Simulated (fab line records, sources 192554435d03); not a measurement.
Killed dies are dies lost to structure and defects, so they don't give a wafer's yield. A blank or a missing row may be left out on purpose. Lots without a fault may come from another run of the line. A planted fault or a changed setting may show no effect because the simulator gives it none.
fab line records | flow n5_finfet
record lots=11 wafers=33 last_day=18
route steps=1938 shown BEOL_M0@719 MIM_BOT_LITHO@1862 TV_OPEN@1888 PAD_METAL@1893 PASSIVATION@1936
lots that met no fault: from a run of the same line without faults
start_h: hours from the record's first day to the start of the lot's first wafer shown | wait_h: hours since the lot's step before | " the same as in the row above | L1.1+2: a row that stands for several wafers | - no value, or no start given | * or withheld: withheld | < > ~ a bound
route shown NAME@n: a module of which the file shows steps, and the number in the route of the first | usual: mean/standard deviation of fault-free wafers | same: alike in all rows | chamber/n: place in a boat | sites: the reading at each site | _std_site: their standard deviation | _edge_site: outer sites' mean less inner sites' | radius_mm: how far each site lies from the wafer's centre | mask NAME#n: copy n | behind: the tool/chamber that last shaped the wafer | hold: why the lot was held/for how many hours/how that ended | device: the transistor (n, p or np) that didn't switch | end of line: the same wafers' tests at the end of the route | a step without rows: its recipe alone | killed: dies lost to structure and defects at the first sort, not the wafer's yield | map: a wafer's dies, x killed, . not, _ none there
set.NAME: the setting as run; set.NAME@STEP: as run at that earlier step | model.NAME: the simulator's own value behind a step, which no gauge read
steps of the route over a sample of lots; a table a step, a row a wafer
services: from which hour (start_h, from the record's first day; less than 0 if before it) a tool's chamber was out of use, for how many hours, and why
## steps
# step N5_BEOL_M0_WET_ETCH_106
# recipe chemistry=DHF dilution=10:1 temp_c=25 target=SiO2 target_depth_a=1300 dry=ipa_marangoni rinse_time_s=30 rinse_temp_c=23
# columns lot.wafer tool chamber start_h wait_h
L360.1+2+3 wet_bench-04 4,3,1 115.02 -
L363.1+5+6 wet_bench-04 5,0,7 131.57 -
L364.3+4+6 wet_bench-05 6,0,5 139.80 -
L365.2+3+4 wet_bench-04 7,5,1 140.18 -
L366.1+3+5 wet_bench-05 7,2,6 152.18 -
L367.1+4+6 wet_bench-04 3,0,5 159.62 -
L371.1+4+6 wet_bench-04 4,5,2 182.51 -
L377.1+4+6 wet_bench-05 5,4,2 228.60 -
L381.2+3+6 wet_bench-02 3,2,5 239.26 -
L382.1+2+5 wet_bench-02 7,4,6 246.72 -
L383.1+4+6 wet_bench-05 4,7,3 256.77 -
# step N5_MIM_BOT_LITHO_CD_MEAS_08
# recipe target_cd_nm=3000 landing_energy_ev=500 detector=se_inlens polarity=opening
# usual cd_nm=3000.2/1.1
# columns lot.wafer tool chamber start_h wait_h cd_nm
L360.1 cd_sem-03 0 278.14 - 3001.0
L360.2 " 0 " " 3000.3
L360.3 " 0 " " 3000.6
L363.1 cd_sem-01 0 288.83 - 2999.9
L363.5 " 0 " " 2998.1
L363.6 " 0 " " 2999.9
L364.3 cd_sem-03 0 309.11 - 3003.1
L364.4 " 0 " " 3001.9
L364.6 " 0 " " 3001.1
L366.1 cd_sem-01 0 309.27 - 2999.4
L366.3 " 0 " " 3000.5
L366.5 " 0 " " 3000.0
L365.2 cd_sem-03 0 309.31 - 2999.5
L365.3 " 0 " " 2999.5
L365.4 " 0 " " 2998.4
L367.1 cd_sem-03 0 318.52 - 3002.3
L367.4 " 0 " " 3001.4
L367.6 " 0 " " 2999.3
L371.1 cd_sem-01 0 355.13 - 2999.1
L371.4 " 0 " " 2999.5
L371.6 " 0 " " 3000.3
L377.1 cd_sem-02 0 403.94 - 3001.1
L377.4 " 0 " " 3000.5
L377.6 " 0 " " 2999.8
L381.2 cd_sem-03 0 417.89 - 2999.5
L381.3 " 0 " " 3000.9
L381.6 " 0 " " 2999.7
L382.1 cd_sem-03 0 420.69 - 3000.5
L382.2 " 0 " " 2999.3
L382.5 " 0 " " 2999.4
L383.1 cd_sem-03 0 428.38 - 3000.0
L383.4 " 0 " " 2998.1
L383.6 " 0 " " 3000.5
# step N5_PASSIVATION_VIA_ETCH_13
# recipe chemistry=CHF3/O2 target=SiO2 target_depth_a=6600 CHF3_flow_sccm=50 O2_flow_sccm=5 Ar_flow_sccm=200 time_s=330 mask_material=PR pressure_mtorr=30 source_w=650 bias_w=170 ion_energy_ev=200 ends=cleared
# usual O2_flow_sccm=5.000/0.014 bias_w=169.9/0.58 drypump_motor_current_A=5.7/0.34 etch_rf_on_time_s=236/4.2 oes_o_777_au=0.77/0.072 oes_product_au=0.70/0.071 rf_vpp_V=522/4.7 showerhead_plenum_p_Torr=2.39/0.092 throttle_valve_pct=18.93/0.28
# columns lot.wafer tool chamber start_h wait_h O2_flow_sccm bias_w drypump_motor_current_A etch_rf_on_time_s oes_o_777_au oes_product_au rf_hours_counter_h rf_vpp_V showerhead_plenum_p_Torr throttle_valve_pct
L360.1 rie_diel-05 2 283.55 0.0 5.016 170.4 6.0 237 0.70 0.63 235 523 2.47 18.72
L360.2 " 3 " " 4.976 170.1 5.6 230 0.86 0.80 46 523 2.36 18.77
L360.3 " 1 " " 5.005 170.4 5.2 235 0.83 0.76 53 516 2.35 18.86
L363.1 rie_diel-05 2 293.12 0.0 5.007 168.8 6.0 237 0.70 0.62 238 522 2.47 18.72
L363.5 " 1 " " 5.007 171.2 5.2 237 0.83 0.76 - 515 2.35 18.87
L363.6 " 2 " " 4.991 170.3 6.1 241 0.70 0.62 - 522 2.47 18.72
L364.3 rie_diel-02 1 310.87 0.0 4.999 169.3 6.3 232 0.76 0.68 139 525 2.51 19.29
L364.4 " 3 " " 5.006 169.4 5.5 240 0.71 0.65 202 530 2.38 19.02
L364.6 " 3 " " 4.995 169.3 5.5 244 0.72 0.64 - 529 2.38 19.03
L365.2 rie_diel-02 2 311.36 0.0 5.001 169.4 5.5 239 0.75 0.68 153 521 2.31 18.84
L365.3 " 3 " " 5.001 169.7 5.5 243 0.73 0.65 202 530 2.38 19.00
L365.4 " 0 " " 5.013 170.5 5.4 237 0.91 0.83 18 523 2.46 18.55
L366.1 rie_diel-02 2 312.13 0.0 4.993 169.1 5.5 235 0.75 0.67 153 520 2.31 18.84
L366.3 " 0 " " 5.014 169.9 5.4 234 0.92 0.83 18 522 2.46 18.56
L366.5 " 3 " " 4.989 170.3 5.5 246 0.72 0.65 - 529 2.38 19.00
L367.1 rie_diel-06 1 321.87 0.0 5.002 169.1 5.9 231 0.74 0.66 177 524 2.22 19.34
L367.4 " 2 " " 5.013 169.4 5.9 240 0.70 0.63 206 514 2.29 19.29
L367.6 " 2 " " 5.009 169.9 5.9 241 0.71 0.63 - 515 2.29 19.28
L371.1 rie_diel-02 3 360.14 0.0 4.991 170.6 5.5 239 0.71 0.64 218 527 2.37 19.05
L371.4 " 0 " " 4.996 170.2 5.4 237 0.89 0.80 - 521 2.45 18.58
L371.6 " 3 " " 4.990 169.9 5.5 242 0.71 0.64 - 528 2.37 19.04
L377.1 rie_diel-02 3 405.75 0.0 4.995 170.4 5.5 239 0.70 0.63 230 529 2.37 19.05
L377.4 " 2 " " 5.005 169.6 5.5 238 0.73 0.65 180 521 2.30 18.88
L377.6 " 3 " " 5.020 170.3 5.5 237 0.70 0.63 - 527 2.37 19.06
L381.2 rie_diel-05 3 425.79 0.0 5.017 169.5 5.5 232 0.82 0.74 91 524 2.35 18.84
L381.3 " 1 " " 5.006 170.0 5.2 236 0.78 0.70 103 514 2.33 18.94
L381.6 " 2 " " 4.992 170.0 6.0 231 0.90 0.82 - 522 2.45 18.36
L382.1 rie_diel-02 1 426.11 0.0 5.010 168.8 6.3 234 0.74 0.66 166 527 2.50 19.31
L382.2 " 3 " " 4.996 170.3 5.5 241 0.70 0.62 235 529 2.37 19.07
L382.5 " 2 " " 4.980 170.4 5.5 241 0.72 0.64 - 520 2.30 18.88
L383.1 rie_diel-05 0 431.03 0.0 5.017 169.2 6.2 230 0.68 0.61 231 521 2.39 19.03
L383.4 " 3 " " 5.000 169.8 5.5 236 0.81 0.74 93 524 2.35 18.85
L383.6 " 1 " " 4.995 169.2 5.2 237 0.77 0.71 - 513 2.33 18.96
# step N5_PASSIVATION_DEGAS_18
# recipe ambient=vacuum temp_c=300 time_s=60
# usual heater_power_w=467/46
# columns lot.wafer tool chamber start_h wait_h heater_power_w
L360.1 pvd_sputter-03 - 284.39 0.4 500
L360.2 " - " " 460
L360.3 " - " " 489
L363.1 pvd_sputter-03 - 294.07 0.6 484
L363.5 " - " " 460
L363.6 " - " " 471
L364.3 pvd_sputter-03 - 312.04 0.8 473
L364.4 " - " " 465
L364.6 " - " " 469
L365.2 pvd_sputter-01 - 312.39 0.6 342
L365.3 " - " " 405
L365.4 " - " " 538
L366.1 pvd_sputter-03 - 312.80 0.3 515
L366.3 " - " " 459
L366.5 " - " " 496
L367.1 pvd_sputter-03 - 322.70 0.4 470
L367.4 " - " " 509
L367.6 " - " " 477
L371.1 pvd_sputter-03 - 361.15 0.6 465
L371.4 " - " " 509
L371.6 " - " " 467
L377.1 pvd_sputter-01 - 406.25 0.1 409
L377.4 " - " " 510
L377.6 " - " " 525
L381.2 pvd_sputter-01 - 426.70 0.5 524
L381.3 " - " " 394
L381.6 " - " " 506
L382.1 pvd_sputter-03 - 426.70 0.2 459
L382.2 " - " " 458
L382.5 " - " " 455
L383.1 pvd_sputter-01 - 431.80 0.4 516
L383.4 " - " " 403
L383.6 " - " " 510
# step N5_PASSIVATION_PROBE_49
# usual defect_limited_yield=91.2/1.5 killed_at_M0_to_M3=32/9.6 killed_at_M4_up=13/5.3 killed_at_contacts=13/6.7 killed_at_front_end=42/11 killed_at_other=3.8/2.9 killed_dies=103/17 killed_open=67/13 killed_short=35/7.9 sort_bin_5_function=5.2/0.94 sort_bin_6_memory=3.3/0.64 sort_n_pass=1077/17 sort_yield_pct=91.2/1.5
# same gross_dies=1180 killed_at_back_side=0 sort_bin_4_leakage[%]=0 sort_bin_8_speed[%]=0
# columns lot.wafer tool chamber start_h wait_h defect_limited_yield[%] killed_at_M0_to_M3 killed_at_M4_up killed_at_contacts killed_at_front_end killed_at_other killed_dies killed_open killed_short sort_bin_5_function[%] sort_bin_6_memory[%] sort_n_pass sort_yield_pct[%]
L371.1 prober-01 - 367.03 0.0 81.9 154 13 9 33 4 213 57 28 10.8 4.6 967 81.9
L371.4 prober-01 - 367.18 0.2 94.2 14 13 16 25 1 69 48 20 3.6 2.1 1111 94.2
L371.6 prober-01 - 367.28 0.3 92.8 12 13 14 37 9 85 53 31 4.2 2.9 1095 92.8
# killed by level:class
L371.1 BEOL_M0:unspecified=128 STI_FIN_REVEAL:geometric_particle:open=11 BEOL_M3:geometric_particle:open=10 MOL_CONTACT_COAG:geometric_particle:open=8 BEOL_M0_SAQP:geometric_particle:short=6 DUMMY_GATE:geometric_particle:open=5 BEOL_M4:geometric_particle:open=5 BEOL_M3:geometric_particle:short=4
L371.4 MOL_CONTACT_COAG:geometric_particle:open=12 STI_FIN_REVEAL:geometric_particle:open=8 BEOL_M3:geometric_particle:open=6 BEOL_M4:geometric_particle:open=6 MOL_CONTACT_COAG:geometric_particle:short=4 DUMMY_GATE:geometric_particle:open=3 STARTING-WAFER:geometric_particle:open=3 FIN_SAQP:geometric_particle:short=2
L371.6 MOL_CONTACT_COAG:geometric_particle:open=11 FIN_SAQP:geometric_particle:open=8 FIN_SAQP:geometric_particle:short=8 DUMMY_GATE:geometric_particle:open=6 BEOL_M4:geometric_particle:open=5 BEOL_M2:geometric_particle:open=4 PASS1_DEP:geometric_particle:open=4 STI_FIN_REVEAL:geometric_particle:open=3
## services
# columns tool chamber start_h hours kind
rie_diel-06 3 106.80 1.2 repair
rie_diel-06 - 110.12 0.7 repair
pvd_sputter-03 - 123.26 7.9 repair
wet_bench-04 - 151.63 1.1 repair
rie_diel-06 0 151.75 8.8 repair
wet_bench-05 - 163.37 1.3 repair
rie_diel-06 1 185.66 1.9 repair
rie_diel-02 2 186.31 1.2 repair
rie_diel-02 - 211.42 0.1 repair
rie_diel-02 0 219.73 - clean
rie_diel-02 0 219.73 - consumable_replace:focus_ring
rie_diel-02 0 219.73 32.4 scheduled_down
wet_bench-05 - 231.99 1.9 pm
rie_diel-02 1 234.79 10.1 repair
pvd_sputter-03 - 271.86 1.3 repair
rie_diel-05 0 290.58 14.1 repair
wet_bench-04 - 302.55 7.3 repair
rie_diel-06 2 323.89 4.5 repair
rie_diel-02 1 351.37 14.6 repair
wet_bench-05 - 352.35 2.2 repair
rie_diel-05 3 356.99 15.0 repair
rie_diel-05 1 391.04 3.1 repair
rie_diel-05 0 394.11 18.5 repair
rie_diel-05 0 421.29 5.3 repair
## key
first_sign step=N5_PASSIVATION_PROBE_49 reading=killed_at_M0_to_M3 direction=up sigmas=13 usual=32 struck=154
effect step=N5_PASSIVATION_PROBE_49 reading=killed_dies direction=up sigmas=6.4 usual=103 struck=213
more_kills_born_at N5_BEOL_M0_WET_ETCH_106@wet_bench-04=128
met_at N5_BEOL_M0_WET_ETCH_106
struck_lots L371
struck_wafers L371.1
not_acting_at N5_MIM_BOT_LITHO_CD_MEAS_08,N5_PASSIVATION_VIA_ETCH_13,N5_PASSIVATION_DEGAS_18
onset_between 115.02 182.51
fault kind=chamber_particle_source tool=wet_bench-04 chamber=4 onset_h=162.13 steps=N5_BEOL_M0_WET_ETCH_106 rate_per_visit_cm2=1.023 end_h=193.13
